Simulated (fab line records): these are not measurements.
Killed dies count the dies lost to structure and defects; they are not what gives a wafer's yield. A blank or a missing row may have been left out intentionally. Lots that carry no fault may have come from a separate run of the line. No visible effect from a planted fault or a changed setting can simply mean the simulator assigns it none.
Which tool is to blame? || flow nandHarc || 12 lots with 34 wafers sampled at 4 steps, on a route of 1159 steps

WHAT EACH GAUGE READ, for each wafer
NHARC_A_M0_CD_MEAS_09: the cd target is 80 nm. Usual: cdNm 80.0 nm, standard deviation 0.65.
{"lot": "L275", "measured": "day 17 13:55", "on": "cdSem-02", "cdNm (nm)": "79.8 80.1 80.0", "flag": ""}
{"lot": "L276", "measured": "day 17 16:49", "on": "cdSem-01", "cdNm (nm)": "78.5 79.9 80.5", "flag": ""}
{"lot": "L280", "measured": "day 18 01:29", "on": "cdSem-03", "cdNm (nm)": "81.1 81.5 81.0", "flag": ""}
{"lot": "L279", "measured": "day 18 12:59", "on": "cdSem-02", "cdNm (nm)": "79.3 80.1 79.9", "flag": ""}
{"lot": "L283", "measured": "day 19 17:11", "on": "cdSem-03", "cdNm (nm)": "79.0 80.7 79.3", "flag": ""}
{"lot": "L287", "measured": "day 20 07:28", "on": "cdSem-02", "cdNm (nm)": "88.4 88.7 80.2", "flag": "OFF"}
{"lot": "L290", "measured": "day 20 17:55", "on": "cdSem-03", "cdNm (nm)": "88.3 80.1", "flag": "OFF"}
{"lot": "L286", "measured": "day 20 18:22", "on": "cdSem-01", "cdNm (nm)": "88.1 88.2", "flag": "OFF"}
{"lot": "L295", "measured": "day 22 10:08", "on": "cdSem-02", "cdNm (nm)": "80.0 78.7 79.6", "flag": ""}
{"lot": "L298", "measured": "day 23 02:16", "on": "cdSem-03", "cdNm (nm)": "81.5 79.8 81.0", "flag": ""}
{"lot": "L296", "measured": "day 23 20:00", "on": "cdSem-02", "cdNm (nm)": "79.9 78.9 79.9", "flag": ""}
{"lot": "L297", "measured": "day 24 03:32", "on": "cdSem-02", "cdNm (nm)": "80.1 80.4 79.5", "flag": ""}

WHICH TOOL RAN EACH LOT (tool, then ch and the chambers of the sampled wafers, then the start)
{"lot": "L275", "NHARC_A_BLC_ETCH_17": "rieDiel-05 ch 0,1,3, day 17 08:18", "NHARC_A_BLC_CMP_25": "cmp-03 ch 0,3, day 17 12:37", "NHARC_A_M0_PEB_07": "lithoTrack-01 ch 0, day 17 13:50"}
{"lot": "L276", "NHARC_A_BLC_ETCH_17": "rieDiel-12 ch 0,1,3, day 17 15:31 or earlier", "NHARC_A_BLC_CMP_25": "cmp-03 ch 0,1,2, day 17 15:31", "NHARC_A_M0_PEB_07": "lithoTrack-04 ch 0, day 17 16:44"}
{"lot": "L280", "NHARC_A_BLC_ETCH_17": "rieDiel-12 ch 2,3, day 18 00:11 or earlier", "NHARC_A_BLC_CMP_25": "cmp-02 ch 1,3, day 18 00:11", "NHARC_A_M0_PEB_07": "lithoTrack-06 ch 0, day 18 01:24"}
{"lot": "L279", "NHARC_A_BLC_ETCH_17": "rieDiel-03 ch 0,1,2, day 18 11:42 or earlier", "NHARC_A_BLC_CMP_25": "cmp-04 ch 0,1,3, day 18 11:42", "NHARC_A_M0_PEB_07": "lithoTrack-06 ch 0, day 18 12:55"}
{"lot": "L283", "NHARC_A_BLC_ETCH_17": "rieDiel-03 ch 0,1,2, day 19 16:01 or earlier", "NHARC_A_BLC_CMP_25": "cmp-02 ch 0,2,3, day 19 16:01", "NHARC_A_M0_PEB_07": "lithoTrack-04 ch 0, day 19 17:06"}
{"lot": "L287", "NHARC_A_BLC_ETCH_17": "rieDiel-03 ch 2,3, day 20 06:09 or earlier", "NHARC_A_BLC_CMP_25": "cmp-03 ch 1,3, day 20 06:09", "NHARC_A_M0_PEB_07": "lithoTrack-04 ch 0, day 20 07:23"}
{"lot": "L290", "NHARC_A_BLC_ETCH_17": "rieDiel-03 ch 1,3, day 20 16:38 or earlier", "NHARC_A_BLC_CMP_25": "cmp-04 ch 0,3, day 20 16:38", "NHARC_A_M0_PEB_07": "lithoTrack-04 ch 0, day 20 17:50"}
{"lot": "L286", "NHARC_A_BLC_ETCH_17": "rieDiel-12 ch 0,1, day 20 17:06 or earlier", "NHARC_A_BLC_CMP_25": "cmp-03 ch 0,1, day 20 17:06", "NHARC_A_M0_PEB_07": "lithoTrack-04 ch 0, day 20 18:17"}
{"lot": "L295", "NHARC_A_BLC_ETCH_17": "rieDiel-12 ch 0,2,3, day 22 08:59 or earlier", "NHARC_A_BLC_CMP_25": "cmp-03 ch 0,2,3, day 22 08:59", "NHARC_A_M0_PEB_07": "lithoTrack-06 ch 0, day 22 10:04"}
{"lot": "L298", "NHARC_A_BLC_ETCH_17": "rieDiel-03 ch 1,2, day 23 00:58 or earlier", "NHARC_A_BLC_CMP_25": "cmp-03 ch 0,1,2, day 23 00:58", "NHARC_A_M0_PEB_07": "lithoTrack-06 ch 0, day 23 02:11"}
{"lot": "L296", "NHARC_A_BLC_ETCH_17": "rieDiel-03 ch 1,2, day 23 18:44 or earlier", "NHARC_A_BLC_CMP_25": "cmp-04 ch 0,1,2, day 23 18:44", "NHARC_A_M0_PEB_07": "lithoTrack-04 ch 0, day 23 19:55"}
{"lot": "L297", "NHARC_A_BLC_ETCH_17": "rieDiel-12 ch 0,1,3, day 24 02:21 or earlier", "NHARC_A_BLC_CMP_25": "cmp-03 ch 0,1,3, day 24 02:21", "NHARC_A_M0_PEB_07": "lithoTrack-04 ch 0, day 24 03:27"}
- NHARC_A_BLC_ETCH_17: etches the open film in N2/H2, target depth 390 nm, time 609.38 s.
- NHARC_A_BLC_CMP_25: polishes, t overpolish 30 s, target thk 150 nm.
- NHARC_A_M0_PEB_07: peb time 65 s.

WHAT THE TOOLS THEMSELVES READ (means of the sampled wafers that have a number; where no wafer has one, the mark that the record gives instead)
NHARC_A_BLC_ETCH_17. Usual: drypumpMotorCurrentA 5.6 A, standard deviation 0.42; oesProductAu 0.998 a.u., standard deviation 0.011; rfVppV 429.4 V, standard deviation 2.9; showerheadPlenumPTorr 2.00 Torr, standard deviation 0.095; throttleValvePct 14.171 %, standard deviation 0.0078.
{"lot": "L275", "tool": "rieDiel-05", "drypumpMotorCurrentA (A)": 5.7, "oesProductAu (a.u.)": 1.017, "rfVppV (V)": 429.8, "showerheadPlenumPTorr (Torr)": 2.00, "throttleValvePct (%)": 14.180, "flag": ""}
{"lot": "L276", "tool": "rieDiel-12", "drypumpMotorCurrentA (A)": 5.3, "oesProductAu (a.u.)": 1.003, "rfVppV (V)": 427.5, "showerheadPlenumPTorr (Torr)": 1.94, "throttleValvePct (%)": 14.172, "flag": ""}
{"lot": "L280", "tool": "rieDiel-12", "drypumpMotorCurrentA (A)": 5.4, "oesProductAu (a.u.)": 1.000, "rfVppV (V)": 429.7, "showerheadPlenumPTorr (Torr)": 2.02, "throttleValvePct (%)": 14.169, "flag": ""}
{"lot": "L279", "tool": "rieDiel-03", "drypumpMotorCurrentA (A)": 5.7, "oesProductAu (a.u.)": 0.998, "rfVppV (V)": 428.5, "showerheadPlenumPTorr (Torr)": 1.98, "throttleValvePct (%)": 14.171, "flag": ""}
{"lot": "L283", "tool": "rieDiel-03", "drypumpMotorCurrentA (A)": 5.7, "oesProductAu (a.u.)": 0.995, "rfVppV (V)": 429.1, "showerheadPlenumPTorr (Torr)": 1.97, "throttleValvePct (%)": 14.171, "flag": ""}
{"lot": "L287", "tool": "rieDiel-03", "drypumpMotorCurrentA (A)": 5.9, "oesProductAu (a.u.)": 1.004, "rfVppV (V)": 433.0, "showerheadPlenumPTorr (Torr)": 2.11, "throttleValvePct (%)": 14.172, "flag": ""}
{"lot": "L290", "tool": "rieDiel-03", "drypumpMotorCurrentA (A)": 5.6, "oesProductAu (a.u.)": 1.007, "rfVppV (V)": 430.6, "showerheadPlenumPTorr (Torr)": 2.04, "throttleValvePct (%)": 14.176, "flag": ""}
{"lot": "L286", "tool": "rieDiel-12", "drypumpMotorCurrentA (A)": 5.5, "oesProductAu (a.u.)": 1.009, "rfVppV (V)": 427.3, "showerheadPlenumPTorr (Torr)": 1.93, "throttleValvePct (%)": 14.164, "flag": ""}
{"lot": "L295", "tool": "rieDiel-12", "drypumpMotorCurrentA (A)": 5.6, "oesProductAu (a.u.)": 0.995, "rfVppV (V)": 429.1, "showerheadPlenumPTorr (Torr)": 2.00, "throttleValvePct (%)": 14.174, "flag": ""}
{"lot": "L298", "tool": "rieDiel-03", "drypumpMotorCurrentA (A)": 6.0, "oesProductAu (a.u.)": 0.992, "rfVppV (V)": 430.2, "showerheadPlenumPTorr (Torr)": 2.04, "throttleValvePct (%)": 14.176, "flag": ""}
{"lot": "L296", "tool": "rieDiel-03", "drypumpMotorCurrentA (A)": 6.0, "oesProductAu (a.u.)": 0.997, "rfVppV (V)": 431.0, "showerheadPlenumPTorr (Torr)": 2.04, "throttleValvePct (%)": 14.169, "flag": ""}
{"lot": "L297", "tool": "rieDiel-12", "drypumpMotorCurrentA (A)": 5.3, "oesProductAu (a.u.)": 0.990, "rfVppV (V)": 426.6, "showerheadPlenumPTorr (Torr)": 1.94, "throttleValvePct (%)": 14.167, "flag": ""}

NHARC_A_BLC_CMP_25. Usual: motorCurrentA 12.2 A, standard deviation 1; overpolishRunS 30.001 s, standard deviation 0.0089; timeToEndpointS 30.6 s, standard deviation 2.6.
{"lot": "L275", "tool": "cmp-03", "motorCurrentA (A)": 12.8, "overpolishRunS (s)": 30.001, "timeToEndpointS (s)": 33.0, "flag": ""}
{"lot": "L276", "tool": "cmp-03", "motorCurrentA (A)": 11.7, "overpolishRunS (s)": 30.004, "timeToEndpointS (s)": 31.5, "flag": ""}
{"lot": "L280", "tool": "cmp-02", "motorCurrentA (A)": 11.4, "overpolishRunS (s)": 29.999, "timeToEndpointS (s)": 26.7, "flag": ""}
{"lot": "L279", "tool": "cmp-04", "motorCurrentA (A)": 11.9, "overpolishRunS (s)": 29.997, "timeToEndpointS (s)": 28.2, "flag": ""}
{"lot": "L283", "tool": "cmp-02", "motorCurrentA (A)": 12.1, "overpolishRunS (s)": 30.000, "timeToEndpointS (s)": 29.8, "flag": ""}
{"lot": "L287", "tool": "cmp-03", "motorCurrentA (A)": 12.7, "overpolishRunS (s)": 29.991, "timeToEndpointS (s)": 28.5, "flag": ""}
{"lot": "L290", "tool": "cmp-04", "motorCurrentA (A)": 12.2, "overpolishRunS (s)": 30.000, "timeToEndpointS (s)": 30.7, "flag": ""}
{"lot": "L286", "tool": "cmp-03", "motorCurrentA (A)": 12.2, "overpolishRunS (s)": 29.999, "timeToEndpointS (s)": 31.6, "flag": ""}
{"lot": "L295", "tool": "cmp-03", "motorCurrentA (A)": 12.6, "overpolishRunS (s)": 30.008, "timeToEndpointS (s)": 30.2, "flag": ""}
{"lot": "L298", "tool": "cmp-03", "motorCurrentA (A)": 12.2, "overpolishRunS (s)": 29.995, "timeToEndpointS (s)": 31.4, "flag": ""}
{"lot": "L296", "tool": "cmp-04", "motorCurrentA (A)": 12.3, "overpolishRunS (s)": 30.005, "timeToEndpointS (s)": 26.9, "flag": ""}
{"lot": "L297", "tool": "cmp-03", "motorCurrentA (A)": 12.5, "overpolishRunS (s)": 29.998, "timeToEndpointS (s)": 30.0, "flag": ""}

THE ANSWER, worked out from the rows above alone
Rule: lot off if the mean of its wafers having a number is beyond 3 standard deviations from the usual mean. A lot without any number at a reading at which 4 lots or more have one is off too. All remaining lots with rows at the step are treated as sound. The gauges are gone through in route order, then the tools' own readings, and for those a lot's mean is taken as printed above. The first step at which some lot is off is used, and at that step the reading that is off furthest; a lot without a number counts as furthest.
Off, at NHARC_A_M0_CD_MEAS_09 on cdNm: L287, L290, L286.
If a tool, at a process step before that reading, ran all the lots that are off and no sound lot after the first of them, it fits. Those tools and the gauges at NHARC_A_M0_CD_MEAS_09 are tried in the same way. Because NHARC_A_BLC_ETCH_17 lacks a start for some lots, the hours and order of its lots are taken from NHARC_A_BLC_CMP_25. Not one of the candidates tried fits.

WHAT THE SIMULATOR PUT IN
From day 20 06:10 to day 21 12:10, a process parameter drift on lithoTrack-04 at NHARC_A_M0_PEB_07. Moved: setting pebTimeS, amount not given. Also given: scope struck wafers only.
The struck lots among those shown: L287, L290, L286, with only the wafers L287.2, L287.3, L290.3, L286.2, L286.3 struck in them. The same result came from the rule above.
